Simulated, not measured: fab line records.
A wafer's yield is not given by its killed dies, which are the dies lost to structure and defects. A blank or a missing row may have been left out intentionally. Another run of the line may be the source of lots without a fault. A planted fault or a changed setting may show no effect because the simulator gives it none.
What tool caused it? | flow n5-finfet | 12 lots, 36 wafers sampled, at 2 steps of a route of 1938

WHAT EACH GAUGE READ, for each wafer
N5_SD_EPI_N_INSPECT_11: inspects for defects (macro). Usual: 2.0 for raw-defect-count, sd 1.5.
lot  | measured    | on                | raw-defect-count | flag
L950 | day 3 01:09 | defect-inspect-01 | 1 2 4            |
L951 | day 3 05:36 | defect-inspect-01 | 1 1 2            |
L952 | day 3 13:32 | defect-inspect-02 | 1 0 4            |
L953 | day 3 17:56 | defect-inspect-01 | 0 2 1            |
L955 | day 4 07:04 | defect-inspect-02 | 1 3 2            |
L958 | day 5 03:29 | defect-inspect-01 | 2 1 2            |
L960 | day 5 14:08 | defect-inspect-01 | 5 3 1            |
L963 | day 6 06:57 | defect-inspect-02 | 2 0 2            |
L964 | day 6 10:37 | defect-inspect-02 | 1 4 4            |
L969 | day 7 22:29 | defect-inspect-02 | 2 4 0            |
L970 | day 8 00:38 | defect-inspect-01 | 0 0 4            |
L973 | day 8 20:47 | defect-inspect-02 | 3 1 1            |

N5_SD_EPI_N_INSPECT_26: inspects for defects (darkfield). Usual: 199 for raw-defect-count, sd 41.
lot  | measured    | on                | raw-defect-count | flag
L950 | day 3 05:37 | defect-inspect-01 | 142 140 176      |
L951 | day 3 09:46 | defect-inspect-01 | 206 174 187      |
L952 | day 3 18:21 | defect-inspect-02 | 150 174 195      |
L953 | day 3 22:11 | defect-inspect-02 | 155 214 162      |
L955 | day 4 11:30 | defect-inspect-01 | 268 221 187      |
L958 | day 5 07:33 | defect-inspect-01 | 228 197 227      |
L960 | day 5 18:45 | defect-inspect-01 | 197 202 193      |
L963 | day 6 12:54 | defect-inspect-02 | 162 191 161      |
L964 | day 6 15:17 | defect-inspect-02 | 170 204 171      |
L969 | day 8 02:28 | defect-inspect-02 | 235 211 308      |
L970 | day 8 05:08 | defect-inspect-01 | 173 225 189      |
L973 | day 9 00:57 | defect-inspect-01 | 226 195 219      |

WHAT TOOL EACH LOT RAN ON (gives the tool, then ch and the chambers of the sampled wafers, and finally the start)
Record: no process step prior to these readings.

WHAT THE TOOLS THEMSELVES READ (means of the sampled wafers that have a number; where no wafer has one, the mark that the record gives instead)
The record holds no such reading with a usual standard deviation.

THE ANSWER, worked out from the rows above alone
Rule: take the mean of a lot's wafers that have a number; if it is more than 3 standard deviations from the usual mean, the lot is off. A lot without any number at a reading at which 4 lots or more have one is off too. Where the step has rows for the other lots, those lots are counted as sound. After the gauges, taken in route order, come the tools' own readings; for these a lot's mean is taken, as printed above. At the first step where some lot is off, the reading lying furthest off is the one used; lots without a number count as furthest.
No lot is off at any reading shown: from this, nothing can be told.

WHAT THE SIMULATOR PUT IN
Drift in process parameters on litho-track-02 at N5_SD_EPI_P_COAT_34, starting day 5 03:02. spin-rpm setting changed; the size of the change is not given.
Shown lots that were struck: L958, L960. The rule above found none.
